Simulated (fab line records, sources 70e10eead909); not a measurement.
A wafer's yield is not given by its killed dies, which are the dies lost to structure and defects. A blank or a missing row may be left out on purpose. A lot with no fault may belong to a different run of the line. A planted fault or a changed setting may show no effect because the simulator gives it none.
fab line records	flow nandHarc
record lots=6	wafers=18	lastDay=32
route steps=1302 shown A_BONDPAD@1217 HYBRID_BOND@1237 THIN_TSV@1244 END@1302
lots with no fault: from the same line, run without faults
startH: start of the lot's first displayed wafer, in hours after the record's first day	waitH: hours elapsed since this lot's preceding step	" repeats the value in the row above	L1.1+2: several wafers, shown together as one row	- value missing, or start not given	* or withheld: withheld	< > ~ a bound
route shown NAME@n: NAME is a module with steps in the file, n the number in the route of the first one	usual: average and standard deviation across the fault-free wafers	same: alike in all rows	chamber/n: place in a boat	sites: readings site by site	_std_site: their standard deviation	_edge_site: the outer-site mean with the inner-site mean subtracted	radiusMm: for every site, how far away it sits from the centre of the wafer	mask NAME#n: copy n	behind: the tool/chamber that last shaped the wafer	hold: what put the lot on hold/how long, in hours/how the hold closed	device: which transistor (n, p or np) failed to switch	end of line: tests of these same wafers at the route's end	a step given without rows: its recipe and nothing more	killed: the dies lost at the first sort to structure and to defects; this is not the yield of the wafer	map: shows each die of a wafer: x if killed, . if not, _ if none is there
set.NAME: the setting as run; set.NAME@STEP: as run at that earlier step	model.NAME: the simulator's own value behind a step, which no gauge read
lots seen at some steps along the route; tables by step, rows by wafer
services: the hour from which a tool's chamber was out of use, counted from the record's first day as startH (under 0 if before that day), plus the number of hours and why
## steps
# step NHARC_A_BONDPAD_HARDBAKE_10
# recipe tempC=118	timeS=65
# step NHARC_A_BONDPAD_DESCUM_11
# recipe timeS=3	o2FlowSccm=200	arFlowSccm=0	biasPowerW=0	chemistry=O2
# usual drypumpMotorCurrentA=5.8/0.38	oesProductAu=0.999/0.013	rfVppV=57.7/0.91	showerheadPlenumPTorr=1.90/0.089	throttleValvePct=11.311/0.0091
lot.wafer	tool	chamber	startH	waitH	drypumpMotorCurrentA	oesProductAu	rfHoursCounterH	rfVppV	showerheadPlenumPTorr	throttleValvePct
L758.4	rieDiel-04	1	557.01	-	5.5	0.980	2	57.0	1.93	11.306
L758.3	"	2	"	"	6.4	0.981	2	56.6	1.84	11.308
L758.5	"	2	"	"	6.4	0.982	-	58.4	1.84	11.316
L759.1	rieDiel-04	2	584.74	-	6.4	1.004	7	59.5	1.84	11.307
L759.3	"	1	"	"	5.5	0.995	6	58.2	1.93	11.306
L759.6	"	2	"	"	6.3	0.995	-	56.8	1.84	11.318
L760.3	rieDiel-04	3	605.47	-	5.0	0.984	10	57.7	1.78	11.318
L760.4	"	1	"	"	5.5	0.989	9	56.4	1.92	11.308
L760.5	"	2	"	"	6.3	0.993	-	58.2	1.84	11.304
L770.3	rieDiel-02	1	684.56	-	5.8	1.002	3	57.8	1.83	11.323
L770.1	"	0	"	"	6.0	0.979	3	58.2	1.99	11.317
L770.6	"	1	"	"	5.8	1.006	-	56.8	1.83	11.304
L771.1	rieDiel-04	3	685.77	-	5.0	0.984	26	57.8	1.78	11.303
L771.6	"	2	"	"	6.4	0.995	-	58.5	1.83	11.302
L771.5	"	3	"	"	5.0	0.981	-	57.3	1.78	11.300
L777.4	rieDiel-04	3	735.14	-	5.0	0.975	1	56.5	1.77	11.309
L777.2	"	1	"	"	5.5	0.989	1	57.3	1.92	11.324
L777.6	"	2	"	"	6.4	0.999	-	56.2	1.83	11.294
# step NHARC_A_BONDPAD_ETCH_34
# recipe targetDepthA=600	overetchA=180	timeS=65.91	ionEnergyEv=200	n2FlowSccm=150	h2FlowSccm=150	arFlowSccm=0	rfW=400	biasW=150	chemistry=N2/H2
# step NHARC_A_BONDPAD_ETCH_12
# recipe targetDepthA=2200	timeS=110	chf3FlowSccm=50	o2FlowSccm=10	arFlowSccm=200	rfW=500	biasW=200	chemistry=CHF3/O2
# usual chf3FlowSccm=50.01/0.16	drypumpMotorCurrentA=5.9/0.35	oesProductAu=0.944/0.023	rfVppV=370.4/2.4	showerheadPlenumPTorr=2.39/0.11	throttleValvePct=20.572/0.0092
lot.wafer	tool	chamber	startH	waitH	chf3FlowSccm	drypumpMotorCurrentA	oesProductAu	rfHoursCounterH	rfVppV	showerheadPlenumPTorr	throttleValvePct
L758.3	rieDiel-04	1	-	-	49.81	5.5	0.954	2	370.9	2.42	20.564
L758.4	"	3	"	"	50.01	5.0	0.967	2	367.3	2.25	20.565
L758.5	"	0	"	"	49.55	6.0	0.982	-	371.6	2.51	20.577
L759.1	rieDiel-04	0	-	-	49.93	6.0	0.979	6	373.7	2.51	20.580
L759.3	"	1	"	"	50.05	5.5	0.974	6	370.1	2.42	20.574
L759.6	"	1	"	"	50.17	5.5	0.979	-	371.7	2.42	20.584
L760.4	rieDiel-04	3	-	-	50.19	5.0	0.910	10	366.7	2.24	20.580
L760.3	"	0	"	"	50.17	6.0	0.924	9	373.2	2.51	20.568
L760.5	"	2	"	"	49.79	6.4	0.922	-	368.6	2.31	20.591
L770.1	rieDiel-02	1	-	-	50.01	5.8	0.939	3	369.4	2.30	20.578
L770.3	"	2	"	"	49.69	6.0	0.934	3	367.9	2.30	20.568
L770.6	"	2	"	"	49.66	6.0	0.925	-	369.7	2.30	20.567
L771.1	rieDiel-04	1	-	-	50.04	5.5	0.928	25	370.6	2.41	20.566
L771.5	"	2	"	"	50.15	6.4	0.921	-	368.8	2.30	20.569
L771.6	"	3	"	"	50.06	5.0	0.905	-	366.9	2.24	20.572
L777.2	rieDiel-04	1	-	-	49.95	5.5	0.927	1	370.2	2.41	20.558
L777.4	"	2	"	"	49.92	6.4	0.925	1	368.6	2.30	20.560
L777.6	"	0	"	"	49.99	6.0	0.924	-	371.8	2.50	20.565
# step NHARC_A_BONDPAD_CD_MEAS_13
# usual cdNm=500.6/2.5
lot.wafer	tool	chamber	startH	waitH	cdNm
L758.3	cdSem-01	-	557.33	-	496.6
L758.4	"	-	"	"	498.4
L758.5	"	-	"	"	500.0
L759.1	cdSem-03	-	585.05	-	502.0
L759.3	"	-	"	"	498.3
L759.6	"	-	"	"	498.9
L760.3	cdSem-01	-	605.79	-	498.9
L760.4	"	-	"	"	502.0
L760.5	"	-	"	"	499.7
L770.1	cdSem-03	-	684.92	-	501.6
L770.3	"	-	"	"	504.3
L770.6	"	-	"	"	501.1
L771.1	cdSem-03	-	686.20	-	499.8
L771.5	"	-	"	"	498.5
L771.6	"	-	"	"	502.0
L777.2	cdSem-03	-	735.46	-	497.6
L777.4	"	-	"	"	497.8
L777.6	"	-	"	"	498.9
# step NHARC_A_BONDPAD_STRIP_15
# recipe o2FlowSccm=500	arFlowSccm=0	biasW=0	chemistry=O2
# step NHARC_A_BONDPAD_ETCH_24
# recipe targetDepthA=300	overEtchFrac=0.3	timeS=72.99	ionEnergyEv=150	cf4FlowSccm=50	n2FlowSccm=100	arFlowSccm=150	rfW=300	biasW=100	chemistry=CF4/N2
# step NHARC_A_BONDPAD_STRIP_16
# recipe timeS=600	tempC=30	chemistry=postEtchResidueRemover
# step NHARC_A_BONDPAD_DEGAS_25
# recipe tempC=300	timeS=60
# step NHARC_A_BONDPAD_PRE_CLEAN_26
# recipe timeS=30	tempC=280	gas=H2/He
# usual heaterPowerW=422/50
lot.wafer	tool	chamber	startH	waitH	heaterPowerW
L758.4	pvdSputter-01	-	-	-	383
L758.3	"	-	"	"	477
L758.5	"	-	"	"	409
L759.3	pvdSputter-03	-	-	-	457
L759.1	"	-	"	"	397
L759.6	"	-	"	"	469
L760.4	pvdSputter-02	-	-	-	399
L760.3	"	-	"	"	544
L760.5	"	-	"	"	416
L770.1	pvdSputter-02	-	-	-	351
L770.3	"	-	"	"	403
L770.6	"	-	"	"	401
L771.1	pvdSputter-01	-	-	-	381
L771.6	"	-	"	"	392
L771.5	"	-	"	"	387
L777.2	pvdSputter-02	-	-	-	409
L777.4	"	-	"	"	397
L777.6	"	-	"	"	531
# step NHARC_A_BONDPAD_PVD_17
# recipe targetThkA=50	biasV=168.6	powerW=15000	chamberPressurePa=0.12	timeS=8.06	substrateTempC=50	material=TaN
# step NHARC_A_BONDPAD_PVD_27
# recipe targetThkA=300	chamberPressurePa=5	powerW=5000	substrateTempC=30	timeS=20.49	material=Cu
# step NHARC_A_BONDPAD_ECD_18
# recipe targetThkA=4000	bathTempC=25	material=Cu
lot.wafer	tool	chamber	startH	waitH
L758.3+4+5	ecdCu-01	1,0,1	558.42	-
L759.1+3+6	ecdCu-01	0,1,0	586.09	-
L760.4+3+5	ecdCu-01	1,0,1	606.91	-
L770.1+3+6	ecdCu-02	0,1,1	686.00	-
L771.1+5+6	ecdCu-02	1,1,0	687.23	-
L777.2+4+6	ecdCu-01	1,0,0	736.54	-
# step NHARC_A_BONDPAD_ANNEAL_28
# recipe tempC=225	timeS=90
# step NHARC_A_BONDPAD_CMP_19
# recipe tOverpolishS=30	cuRecessTouchS=16	targetThkNm=169.82
# step NHARC_A_BONDPAD_SRD_21
# recipe timeS=30	tempC=23	dryTimeS=20	spinRpm=1500
# step NHARC_A_BONDPAD_INSPECT_23
# usual rawDefectCount=589/130
lot.wafer	tool	chamber	startH	waitH	rawDefectCount
L758.3	defectInspect-01	-	559.59	0.0	468
L758.4	"	-	"	"	926
L758.5	"	-	"	"	595
L759.1	defectInspect-01	-	587.33	0.0	431
L759.3	"	-	"	"	447
L759.6	"	-	"	"	367
L760.3	defectInspect-01	-	608.07	0.0	547
L760.4	"	-	"	"	840
L760.5	"	-	"	"	570
L770.1	defectInspect-02	-	687.21	0.0	474
L770.3	"	-	"	"	441
L770.6	"	-	"	"	477
L771.1	defectInspect-01	-	688.47	0.0	586
L771.5	"	-	"	"	783
L771.6	"	-	"	"	562
L777.2	defectInspect-02	-	737.73	0.0	535
L777.4	"	-	"	"	425
L777.6	"	-	"	"	553
# step NHARC_HYBRID_BOND_ACTIVATE_00
# recipe timeS=60	n2FlowSccm=200	arFlowSccm=0	biasPowerW=0	chemistry=N2
# step NHARC_HYBRID_BOND_PRECLEAN_01
# recipe timeS=300	tempC=23	chemistry=DIW
# step NHARC_HYBRID_BOND_SRD_02
# recipe timeS=30	tempC=23	dryTimeS=20	spinRpm=1500
# step NHARC_HYBRID_BOND_BOND_03
# recipe tempC=25
# step NHARC_HYBRID_BOND_ANNEAL_04
# recipe tempC=300	timeS=7200	rampUpCPerMin=5	rampDownCPerMin=3	idleTempC=100	pressureAtm=1
# step NHARC_HYBRID_BOND_OVL_MEAS_05
# usual overlayXNm=1/32	overlayYNm=-1/34
lot.wafer	tool	chamber	startH	waitH	overlayXNm	overlayYNm
L758.3	overlay-01	-	566.12	0.4	-12	-10
L758.4	"	-	"	"	60	10
L758.5	"	-	"	"	-12	17
L759.3	overlay-01	-	596.77	0.4	-28	-34
L760.4	overlay-01	-	620.44	0.4	-18	-58
L760.5	"	-	"	"	19	-45
L770.1	overlay-02	-	697.09	0.4	-42	10
L770.3	"	-	"	"	28	64
L770.6	"	-	"	"	22	-1
L771.1	overlay-01	-	697.09	0.4	-6	-5
L771.5	"	-	"	"	9	-14
L771.6	"	-	"	"	-4	23
L777.2	overlay-02	-	753.78	0.4	42	-31
L777.4	"	-	"	"	-14	23
L777.6	"	-	"	"	20	19
# step NHARC_HYBRID_BOND_INSPECT_06
# recipe inspectInstrument=irVoid
# usual rawDefectCount=91/37
lot.wafer	tool	chamber	startH	waitH	rawDefectCount
L758.3	defectInspect-01	-	566.18	0.1	90
L758.4	"	-	"	"	65
L758.5	"	-	"	"	71
L759.3	defectInspect-01	-	596.82	0.1	104
L760.4	defectInspect-02	-	620.49	0.1	72
L760.5	"	-	"	"	73
L770.1	defectInspect-02	-	697.14	0.0	149
L770.3	"	-	"	"	155
L770.6	"	-	"	"	150
L771.1	defectInspect-01	-	697.14	0.0	31
L771.5	"	-	"	"	27
L771.6	"	-	"	"	29
L777.2	defectInspect-01	-	753.83	0.1	110
L777.4	"	-	"	"	116
L777.6	"	-	"	"	114
# step NHARC_THIN_TSV_GRIND_00
# recipe targetThkUm=6
# step NHARC_THIN_TSV_CMP_01
# recipe targetThkUm=3
# usual motorCurrentA=11.8/1.2
lot.wafer	tool	chamber	startH	waitH	motorCurrentA
L758.4	cmp-01	0	568.74	0.4	11.3
L758.3	"	2	"	"	11.5
L758.5	"	1	"	"	9.8
L759.3	cmp-04	0	598.25	0.7	12.3
L760.4	cmp-02	1	623.08	0.5	11.6
L760.5	"	0	"	"	11.3
L770.3	cmp-04	1	698.50	0.6	12.1
L770.1	"	0	"	"	12.5
L770.6	"	2	"	"	14.4
L771.1	cmp-04	2	699.77	1.1	14.6
L771.6	"	3	"	"	10.7
L771.5	"	0	"	"	12.6
L777.2	cmp-01	3	755.20	0.8	11.5
L777.4	"	2	"	"	12.6
L777.6	"	3	"	"	11.7
# step NHARC_THIN_TSV_THK_MEAS_02
# recipe thkMeasGauge=ir
# usual thkNm=3041/230
lot.wafer	tool	chamber	startH	waitH	thkNm
L758.3	filmMetro-02	-	569.00	-	3294
L758.4	"	-	"	"	3566
L758.5	"	-	"	"	3062
L759.3	filmMetro-02	-	598.46	-	3269
L760.4	filmMetro-01	-	623.32	-	3233
L760.5	"	-	"	"	3332
L770.1	filmMetro-02	-	698.76	-	3171
L770.3	"	-	"	"	3138
L770.6	"	-	"	"	3137
L771.1	filmMetro-01	-	699.96	-	3101
L771.5	"	-	"	"	2965
L771.6	"	-	"	"	3142
L777.2	filmMetro-02	-	755.47	-	2712
L777.4	"	-	"	"	2910
L777.6	"	-	"	"	2803
# step NHARC_THIN_TSV_SRD_03
# step NHARC_THIN_TSV_PRECLEAN_41
# recipe timeS=*	tempC=50	bathAgeMin=0	chemistry=SC1
# step NHARC_THIN_TSV_SRD_42
# step NHARC_THIN_TSV_DEP_43
# recipe targetThkA=13285	tempC=withheld	pressureTorr=6.5	rfW=900	teosFlowSccm=161.4	flowSccm=2650	targetThkNm=1328.5	gas=O2	material=SiO2
# usual chamberPressureTorr=6.499/0.016	throttleValvePct=16.2/0.52
lot.wafer	tool	chamber	startH	waitH	chamberPressureTorr	sinceWetCleanH	throttleValvePct
L758.3	pecvd-04	2	569.27	-	6.484	106	16.2
L758.5	"	1	"	"	6.447	-	16.5
L758.4	"	0	"	"	6.490	-	16.4
L759.3	pecvd-01	1	598.89	-	6.498	-	16.1
L760.4	pecvd-02	1	623.67	-	6.489	-	14.6
L760.5	"	0	"	"	6.486	-	16.5
L770.3	pecvd-01	2	698.99	-	6.486	13	16.6
L770.1	"	1	"	"	6.475	13	16.0
L770.6	"	1	"	"	6.512	-	15.9
L771.1	pecvd-02	2	700.23	-	6.498	98	16.7
L771.6	"	1	"	"	6.477	-	15.4
L771.5	"	2	"	"	6.510	-	16.9
L777.2	pecvd-02	1	755.73	-	6.497	153	15.3
L777.6	"	1	"	"	6.500	-	15.0
L777.4	"	2	"	"	6.480	-	16.8
# step NHARC_THIN_TSV_DEHYDRATE_04
# recipe tempC=150	timeS=120
# step NHARC_THIN_TSV_HMDS_05
# recipe timeS=30
# step NHARC_THIN_TSV_COAT_06
# recipe spinRpm=*
# step NHARC_THIN_TSV_SOFTBAKE_07
# recipe tempC=122	timeS=95
# step NHARC_THIN_TSV_EBR_08
# step NHARC_THIN_TSV_EXPOSE_09
# recipe na=0.55	doseMj=30.7	maskId=TSV
# step NHARC_THIN_TSV_PEB_10
# recipe pebTempC=118	pebTimeS=85
# step NHARC_THIN_TSV_DEVELOP_11
# recipe timeS=70
# step NHARC_END_SORT_01
# recipe tempC=25
# usual defectLimitedYield=91.0/2.8	killedAtArray=56/19	killedAtOther=0.6/1	killedAtPeriphery=3.9/2.7	killedDies=61/19	killedOpen=3.3/1.9	killedShort=2.4/1.7
# same grossDies=677
lot.wafer	tool	chamber	startH	waitH	defectLimitedYield[%]	killedAtArray	killedAtOther	killedAtPeriphery	killedDies	killedOpen	killedShort
L759.1	prober-02	0	614.60	2.5	0	669	0	8	677	7	2
L759.3	prober-02	0	616.23	3.1	89.8	63	1	5	69	4	1
L759.6	prober-02	0	618.69	4.1	0	674	0	3	677	2	0
L760.3	prober-02	0	647.39	3.1	0	672	1	4	677	2	2
L777.2	prober-02	0	773.64	2.8	90.0	61	0	7	68	5	2
L777.4	prober-02	0	775.25	3.4	88.5	74	1	3	78	0	1
L777.6	prober-02	0	776.87	4.0	87.4	81	1	3	85	4	2
# killed by level:class
L759.1 A_BONDPAD:areaEcd=620 A_SLIT:chamberFilmFlake=19 A_CHANNEL_HOLE_D2:chamberFilmFlake=10 A_CONTACT:chamberFilmFlake=6 A_STAIRCASE:chamberFilmFlake=5 A_CHANNEL_FILL_D2:geometricParticle:open=3 P_STI:chamberFilmFlake=3 P_M2:chamberFilmFlake=2
L759.3 A_SLIT:chamberFilmFlake=20 A_STAIRCASE:chamberFilmFlake=12 A_CHANNEL_HOLE_D1:chamberFilmFlake=8 A_CHANNEL_HOLE_D2:chamberFilmFlake=7 A_BONDPAD:chamberFilmFlake=4 P_ZERO_WELL:chamberFilmFlake=3 A_CONTACT:chamberFilmFlake=3 A_CHANNEL_FILL_D1:geometricParticle:open=2
L759.6 A_BONDPAD:areaEcd=634 A_SLIT:chamberFilmFlake=18 A_CHANNEL_HOLE_D2:chamberFilmFlake=6 A_STAIRCASE:chamberFilmFlake=5 A_CONTACT:chamberFilmFlake=4 P_ZERO_WELL:chamberFilmFlake=2 A_BONDPAD:chamberFilmFlake=2 A_ONON_D1:geometricParticle:open=1
L760.3 A_BONDPAD:areaEcd=626 A_SLIT:chamberFilmFlake=20 A_CHANNEL_HOLE_D2:chamberFilmFlake=12 A_CHANNEL_HOLE_D1:chamberFilmFlake=3 A_STAIRCASE:chamberFilmFlake=2 A_CONTACT:chamberFilmFlake=2 A_ONON_D1:geometricParticle:open=1 A_ONON_D2:geometricParticle:short=1
L777.2 A_CHANNEL_HOLE_D2:chamberFilmFlake=24 A_CONTACT:chamberFilmFlake=11 A_CHANNEL_HOLE_D1:chamberFilmFlake=11 A_ZERO_WELL:chamberFilmFlake=5 P_ZERO_WELL:chamberFilmFlake=4 A_STAIRCASE:chamberFilmFlake=2 P_STI:geometricParticle:short=1 P_CONTACT:geometricParticle:open=1
L777.4 A_CHANNEL_HOLE_D2:chamberFilmFlake=33 A_CHANNEL_HOLE_D1:chamberFilmFlake=17 A_CONTACT:chamberFilmFlake=11 A_SLIT:chamberFilmFlake=5 A_STAIRCASE:chamberFilmFlake=4 P_ZERO_WELL:chamberFilmFlake=2 A_CHANNEL_FILL_D1:chamberFilmFlake=2 A_WL_FILL:geometricParticle:short=1
L777.6 A_CHANNEL_HOLE_D2:chamberFilmFlake=32 A_CHANNEL_HOLE_D1:chamberFilmFlake=16 A_CONTACT:chamberFilmFlake=13 A_SLIT:chamberFilmFlake=8 A_ZERO_WELL:chamberFilmFlake=4 A_WL_FILL:geometricParticle:open=2 P_ZERO_WELL:chamberFilmFlake=2 A_CHANNEL_FILL_D1:chamberFilmFlake=2
# map L759.1 (x killed, . not)
____________x____________
_________xxxxxxx_________
_______xxxxxxxxxxx_______
______xxxxxxxxxxxxx______
_____xxxxxxxxxxxxxxx_____
____xxxxxxxxxxxxxxxxx____
____xxxxxxxxxxxxxxxxx____
___xxxxxxxxxxxxxxxxxxx___
___xxxxxxxxxxxxxxxxxxx___
__xxxxxxxxxxxxxxxxxxxxx__
__xxxxxxxxxxxxxxxxxxxxx__
_xxxxxxxxxxxxxxxxxxxxxxx_
_xxxxxxxxxxxxxxxxxxxxxxx_
_xxxxxxxxxxxxxxxxxxxxxxx_
_xxxxxxxxxxxxxxxxxxxxxxx_
_xxxxxxxxxxxxxxxxxxxxxxx_
xxxxxxxxxxxxxxxxxxxxxxxxx
xxxxxxxxxxxxxxxxxxxxxxxxx
xxxxxxxxxxxxxxxxxxxxxxxxx
xxxxxxxxxxxxxxxxxxxxxxxxx
xxxxxxxxxxxxxxxxxxxxxxxxx
_xxxxxxxxxxxxxxxxxxxxxxx_
_xxxxxxxxxxxxxxxxxxxxxxx_
_xxxxxxxxxxxxxxxxxxxxxxx_
_xxxxxxxxxxxxxxxxxxxxxxx_
_xxxxxxxxxxxxxxxxxxxxxxx_
__xxxxxxxxxxxxxxxxxxxxx__
__xxxxxxxxxxxxxxxxxxxxx__
___xxxxxxxxxxxxxxxxxxx___
___xxxxxxxxxxxxxxxxxxx___
____xxxxxxxxxxxxxxxxx____
____xxxxxxxxxxxxxxxxx____
_____xxxxxxxxxxxxxxx_____
______xxxxxxxxxxxxx______
_______xxxxxxxxxxx_______
_________xxxxxxx_________
____________x____________
# map L760.3 (x killed, . not)
____________x____________
_________xxxxxxx_________
_______xxxxxxxxxxx_______
______xxxxxxxxxxxxx______
_____xxxxxxxxxxxxxxx_____
____xxxxxxxxxxxxxxxxx____
____xxxxxxxxxxxxxxxxx____
___xxxxxxxxxxxxxxxxxxx___
___xxxxxxxxxxxxxxxxxxx___
__xxxxxxxxxxxxxxxxxxxxx__
__xxxxxxxxxxxxxxxxxxxxx__
_xxxxxxxxxxxxxxxxxxxxxxx_
_xxxxxxxxxxxxxxxxxxxxxxx_
_xxxxxxxxxxxxxxxxxxxxxxx_
_xxxxxxxxxxxxxxxxxxxxxxx_
_xxxxxxxxxxxxxxxxxxxxxxx_
xxxxxxxxxxxxxxxxxxxxxxxxx
xxxxxxxxxxxxxxxxxxxxxxxxx
xxxxxxxxxxxxxxxxxxxxxxxxx
xxxxxxxxxxxxxxxxxxxxxxxxx
xxxxxxxxxxxxxxxxxxxxxxxxx
_xxxxxxxxxxxxxxxxxxxxxxx_
_xxxxxxxxxxxxxxxxxxxxxxx_
_xxxxxxxxxxxxxxxxxxxxxxx_
_xxxxxxxxxxxxxxxxxxxxxxx_
_xxxxxxxxxxxxxxxxxxxxxxx_
__xxxxxxxxxxxxxxxxxxxxx__
__xxxxxxxxxxxxxxxxxxxxx__
___xxxxxxxxxxxxxxxxxxx___
___xxxxxxxxxxxxxxxxxxx___
____xxxxxxxxxxxxxxxxx____
____xxxxxxxxxxxxxxxxx____
_____xxxxxxxxxxxxxxx_____
______xxxxxxxxxxxxx______
_______xxxxxxxxxxx_______
_________xxxxxxx_________
____________x____________
## services
tool	chamber	startH	hours	kind
ecdCu-02	-	555.05	5.0	repair
rieDiel-02	-	574.04	9.0	pm
cmp-01	-	577.61	4.0	pm
pecvd-01	0	580.86	3.9	repair
pvdSputter-01	-	582.00	10.0	pm
pecvd-02	2	585.28	3.6	repair
pecvd-02	-	589.30	13.0	pm
ecdCu-02	-	596.28	8.0	pm
pecvd-01	2	597.73	6.6	repair
cmp-04	-	601.78	4.0	pm
cmp-01	-	616.72	2.1	repair
cmp-04	-	637.45	1.7	repair
rieDiel-02	-	642.66	0.9	repair
pvdSputter-02	-	643.50	10.0	pm
rieDiel-04	2	651.55	7.8	repair
pecvd-01	-	673.25	13.0	pm
cmp-01	-	675.61	4.0	pm
rieDiel-02	3	684.12	3.1	repair
ecdCu-01	-	688.22	8.0	pm
cmp-04	-	699.85	4.0	pm
rieDiel-04	-	708.90	9.0	pm
rieDiel-02	-	712.00	1.1	repair
cmp-01	-	730.16	3.3	repair
rieDiel-02	-	751.04	9.0	pm
## key
firstSign step=NHARC_END_SORT_01	reading=defectLimitedYield	direction=down	sigmas=33	usual=91.0	struck=0
effect step=NHARC_END_SORT_01	reading=killedDies	direction=up	sigmas=33	usual=61	struck=677
moreKillsBornAt NHARC_A_BONDPAD_ECD_18@ecdCu-01=1880
metAt NHARC_A_BONDPAD_ECD_18
struckWafers L759.1,L759.6,L760.3
laterRowsLeftOut L759.1,L759.6,L760.3
onsetBetween 558.42 586.09
fault kind=processParameterDrift	tool=ecdCu-01	chamber=0	onsetH=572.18	steps=NHARC_A_BONDPAD_ECD_18	channel=targetThkA	offset=*	shape=step	endH=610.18	actsIn=*	stated=*
# laterRowsLeftOut: the simulator's readings of these wafers behind a module that went badly wrong aren't trusted and aren't shown, but for the sort
